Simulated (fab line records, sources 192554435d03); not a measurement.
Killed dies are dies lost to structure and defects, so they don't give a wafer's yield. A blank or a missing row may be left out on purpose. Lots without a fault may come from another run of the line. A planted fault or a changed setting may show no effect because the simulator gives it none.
Chamber matching | flow n5_finfet | N5_BEOL_M4_CMP_52 on cmp-03: 4 sister chambers
The step polishes, stops on SiOC, t overpolish 6.8 s, target thk 40 nm. 16 wafers are shown with their chamber, then 8 later ones without.

WAFERS WITH THEIR CHAMBER
wafer  | chamber | motor_current_A (A) | time_to_endpoint_s (s) | barrier_field_endpoint_s (s)
L075.2 | 3       | 6.7                 | 65                     | 24.7
L075.3 | 1       | 5.2                 | 64                     | 24.1
L075.5 | 2       | 5.8                 | 56                     | 23.6
L076.1 | 3       | 6.8                 | 64                     | 24.9
L076.2 | 2       | 5.4                 | 59                     | 24.3
L076.4 | 1       | 5.0                 | 71                     | 25.8
L077.4 | 1       | 5.2                 | 67                     | 25.9
L077.5 | 0       | 5.3                 | 58                     | 25.1
L077.6 | 1       | 5.1                 | 66                     | 25.7
L091.1 | 1       | 5.4                 | 67                     | 25.4
L091.3 | 0       | 5.5                 | 59                     | 23.9
L091.6 | 2       | 5.8                 | 62                     | 24.6
L092.1 | 2       | 5.5                 | 60                     | 24.4
L092.4 | 1       | 5.4                 | 62                     | 25.8
L092.5 | 3       | 6.2                 | 64                     | 25.3
L093.1 | 0       | 5.6                 | 61                     | 24.7

SIGNATURES (means of the wafers above)
reading                  | chamber 0 | chamber 1 | chamber 2 | chamber 3 | scatter within a chamber
motor_current_A          | 5.467     | 5.217     | 5.625     | 6.567     | 0.206
time_to_endpoint_s       | 59.33     | 66.17     | 59.25     | 64.33     | 2.43
barrier_field_endpoint_s | 24.567    | 25.450    | 24.225    | 24.967    | 0.565
Rule: a wafer's distance from a chamber is the root of the sum, over the readings, of the square of ((its reading less the chamber's mean) divided by the reading's scatter). The wafer belongs to the nearest chamber; if the next one is less than 2 further off, it can't be placed. The scatter: the root of (the sum of the squares of (reading less its chamber's mean) over the shown wafers, divided by (wafers less chambers)).

WAFERS WITHOUT THEIR CHAMBER
wafer  | motor_current_A (A) | time_to_endpoint_s (s) | barrier_field_endpoint_s (s)
L093.4 | 6.6                 | 63                     | 25.5
L093.6 | 6.4                 | 63                     | 25.5
L095.2 | 5.6                 | 60                     | 24.7
L095.4 | 5.4                 | 65                     | 25.3
L095.5 | 5.9                 | 62                     | 25.1
L097.2 | 6.1                 | 63                     | 24.8
L097.3 | 5.5                 | 58                     | 23.0
L097.5 | 5.2                 | 65                     | 25.1

WHICH CHAMBER EACH WENT THROUGH
wafer  | from the rows above               | in truth
L093.4 | 3                                 | 3
L093.6 | 3                                 | 3
L095.2 | can't be placed: 0 or 2           | 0
L095.4 | can't be placed: 1 or 0           | 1
L095.5 | can't be placed: 2 or 0 or 3 or 1 | 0
L097.2 | can't be placed: 3 or 2 or 0      | 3
L097.3 | can't be placed: 2 or 0           | 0
L097.5 | 1                                 | 1
Placed correctly: 3 of 8. Can't be placed from these rows: 5 (the true chamber is among the candidates in 5). Placed wrongly: 0.
